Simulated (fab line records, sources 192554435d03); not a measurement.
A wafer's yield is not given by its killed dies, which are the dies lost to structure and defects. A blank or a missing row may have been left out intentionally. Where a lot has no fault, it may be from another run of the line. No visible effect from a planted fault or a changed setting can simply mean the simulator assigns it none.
Which tool was responsible? :: flow n5Finfet :: 6 lots, 18 wafers sampled, at 1 step of a route of 1938

WHAT THE GAUGES READ, wafer by wafer
N5_BEOL_M10_CD_MEAS_35 targets a cd of 70 nm.
lot: L141
measured: day 10 17:48
on: cdSem-02
cdNm (nm): 68.9 69.6 69.6

lot: L144
measured: day 11 01:58
on: cdSem-02
cdNm (nm): 69.9 70.2 69.4

lot: L146
measured: day 11 04:23
on: cdSem-02
cdNm (nm): 69.4 69.3 69.5

lot: L154
measured: day 13 14:56
on: cdSem-02
cdNm (nm): 69.9 70.6 70.4

lot: L162
measured: day 15 05:46
on: cdSem-01
cdNm (nm): 70.7 70.5 69.9

lot: L161
measured: day 15 11:16
on: cdSem-01
cdNm (nm): 70.1 70.5 70.0

WHICH TOOL RAN EACH LOT (tool, then ch and the chambers of the sampled wafers, then the start)
There is no process step in the record ahead of these readings.

THE ANSWER, worked out from the rows above alone
Rule: what is usual is taken from the lots themselves. The widest of any qualifying gaps counts: lots, ordered by their means at a reading, are off when they make up no more than a third of the lots, leave a main group of 4 or more, and stand apart from it by 3 or more times the standard deviation of that group's means. A main group is skipped when, at the precision printed for the reading in the tables above, its means are all equal. A lot without any number at a reading at which 4 lots or more have one is off too. The other lots that the step has rows for count as sound.
Nothing can be told from this: no lot is off at any reading shown.

WHAT THE SIMULATOR HAD INSERTED
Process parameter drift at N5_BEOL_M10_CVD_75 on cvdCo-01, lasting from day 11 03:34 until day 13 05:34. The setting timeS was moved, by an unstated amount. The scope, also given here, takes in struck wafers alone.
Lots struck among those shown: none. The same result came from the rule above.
